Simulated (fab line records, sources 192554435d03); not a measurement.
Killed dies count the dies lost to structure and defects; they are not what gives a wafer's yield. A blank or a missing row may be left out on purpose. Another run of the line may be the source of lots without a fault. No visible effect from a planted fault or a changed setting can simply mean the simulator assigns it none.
Chamber matching :: flow n5_finfet :: 4 sister chambers for N5_BEOL_M1_ETCHBACK_99 on rie_diel-03
The step etches SiO2 in CHF3, target depth 5 nm, time 10.4 s. 18 wafers are shown with their chamber, then 9 later ones without.

== WAFERS WITH THEIR CHAMBER ==
wafer: L077.2
chamber: 3
showerhead_plenum_p_Torr (Torr): 2.29
drypump_motor_current_A (A): 5.5
throttle_valve_pct (%): 16.78

wafer: L077.5
chamber: 2
showerhead_plenum_p_Torr (Torr): 2.03
drypump_motor_current_A (A): 5.3
throttle_valve_pct (%): 17.25

wafer: L077.6
chamber: 1
showerhead_plenum_p_Torr (Torr): 2.22
drypump_motor_current_A (A): 6.0
throttle_valve_pct (%): 17.18

wafer: L078.1
chamber: 2
showerhead_plenum_p_Torr (Torr): 2.03
drypump_motor_current_A (A): 5.3
throttle_valve_pct (%): 17.28

wafer: L078.4
chamber: 0
showerhead_plenum_p_Torr (Torr): 2.12
drypump_motor_current_A (A): 4.7
throttle_valve_pct (%): 16.85

wafer: L078.6
chamber: 2
showerhead_plenum_p_Torr (Torr): 2.03
drypump_motor_current_A (A): 5.3
throttle_valve_pct (%): 17.26

wafer: L081.2
chamber: 1
showerhead_plenum_p_Torr (Torr): 2.22
drypump_motor_current_A (A): 6.0
throttle_valve_pct (%): 17.20

wafer: L081.5
chamber: 1
showerhead_plenum_p_Torr (Torr): 2.22
drypump_motor_current_A (A): 6.1
throttle_valve_pct (%): 17.20

wafer: L081.6
chamber: 0
showerhead_plenum_p_Torr (Torr): 2.11
drypump_motor_current_A (A): 4.7
throttle_valve_pct (%): 16.88

wafer: L082.2
chamber: 2
showerhead_plenum_p_Torr (Torr): 2.03
drypump_motor_current_A (A): 5.3
throttle_valve_pct (%): 17.28

wafer: L082.3
chamber: 1
showerhead_plenum_p_Torr (Torr): 2.22
drypump_motor_current_A (A): 6.1
throttle_valve_pct (%): 17.21

wafer: L082.5
chamber: 1
showerhead_plenum_p_Torr (Torr): 2.22
drypump_motor_current_A (A): 6.1
throttle_valve_pct (%): 17.19

wafer: L086.2
chamber: 2
showerhead_plenum_p_Torr (Torr): 2.03
drypump_motor_current_A (A): 5.3
throttle_valve_pct (%): 17.30

wafer: L086.3
chamber: 0
showerhead_plenum_p_Torr (Torr): 2.11
drypump_motor_current_A (A): 4.7
throttle_valve_pct (%): 16.88

wafer: L086.4
chamber: 1
showerhead_plenum_p_Torr (Torr): 2.22
drypump_motor_current_A (A): 6.0
throttle_valve_pct (%): 17.20

wafer: L087.1
chamber: 0
showerhead_plenum_p_Torr (Torr): 2.11
drypump_motor_current_A (A): 4.8
throttle_valve_pct (%): 16.90

wafer: L087.4
chamber: 3
showerhead_plenum_p_Torr (Torr): 2.28
drypump_motor_current_A (A): 5.5
throttle_valve_pct (%): 16.80

wafer: L087.6
chamber: 1
showerhead_plenum_p_Torr (Torr): 2.21
drypump_motor_current_A (A): 6.0
throttle_valve_pct (%): 17.21

SIGNATURES, as means of the wafers listed above
reading: showerhead_plenum_p_Torr
chamber 0: 2.1125
chamber 1: 2.2186
chamber 2: 2.0300
chamber 3: 2.2850
scatter within a chamber: 0.00388

reading: drypump_motor_current_A
chamber 0: 4.725
chamber 1: 6.043
chamber 2: 5.300
chamber 3: 5.500
scatter within a chamber: 0.042

reading: throttle_valve_pct
chamber 0: 16.8775
chamber 1: 17.1986
chamber 2: 17.2740
chamber 3: 16.7900
scatter within a chamber: 0.0162
Rule: a wafer lies at a distance from a chamber equal to the root of the sum of squares, over the readings, of (its reading less the chamber's mean, divided by the reading's scatter). If the next closest chamber is less than 2 further off than the closest, the wafer can't be placed; otherwise it belongs to the closest. The scatter: the root of (the sum of the squares of (reading less its chamber's mean) over the shown wafers, divided by (wafers less chambers)).

== WAFERS WHOSE CHAMBER IS MISSING ==
wafer: L089.2
showerhead_plenum_p_Torr (Torr): 2.11
drypump_motor_current_A (A): 4.8
throttle_valve_pct (%): 16.92

wafer: L089.3
showerhead_plenum_p_Torr (Torr): 2.21
drypump_motor_current_A (A): 6.1
throttle_valve_pct (%): 17.24

wafer: L089.5
showerhead_plenum_p_Torr (Torr): 2.28
drypump_motor_current_A (A): 5.5
throttle_valve_pct (%): 16.83

wafer: L090.2
showerhead_plenum_p_Torr (Torr): 2.21
drypump_motor_current_A (A): 6.1
throttle_valve_pct (%): 17.22

wafer: L090.3
showerhead_plenum_p_Torr (Torr): 2.29
drypump_motor_current_A (A): 5.3
throttle_valve_pct (%): 16.89

wafer: L090.6
showerhead_plenum_p_Torr (Torr): 2.21
drypump_motor_current_A (A): 6.0
throttle_valve_pct (%): 17.24

wafer: L092.1
showerhead_plenum_p_Torr (Torr): 2.11
drypump_motor_current_A (A): 4.8
throttle_valve_pct (%): 16.92

wafer: L092.2
showerhead_plenum_p_Torr (Torr): 2.29
drypump_motor_current_A (A): 5.3
throttle_valve_pct (%): 16.88

wafer: L092.6
showerhead_plenum_p_Torr (Torr): 2.21
drypump_motor_current_A (A): 6.0
throttle_valve_pct (%): 17.24

== WHICH CHAMBER EACH WENT THROUGH ==
wafer: L089.2
from the rows above: 0
in truth: 0

wafer: L089.3
from the rows above: 1
in truth: 1

wafer: L089.5
from the rows above: 3
in truth: 3

wafer: L090.2
from the rows above: 1
in truth: 1

wafer: L090.3
from the rows above: 3
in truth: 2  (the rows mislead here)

wafer: L090.6
from the rows above: 1
in truth: 1

wafer: L092.1
from the rows above: 0
in truth: 0

wafer: L092.2
from the rows above: 3
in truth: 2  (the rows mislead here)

wafer: L092.6
from the rows above: 1
in truth: 1
Placed correctly: 7 of 9. Can't be placed from these rows: 0. Number placed wrongly: 2.
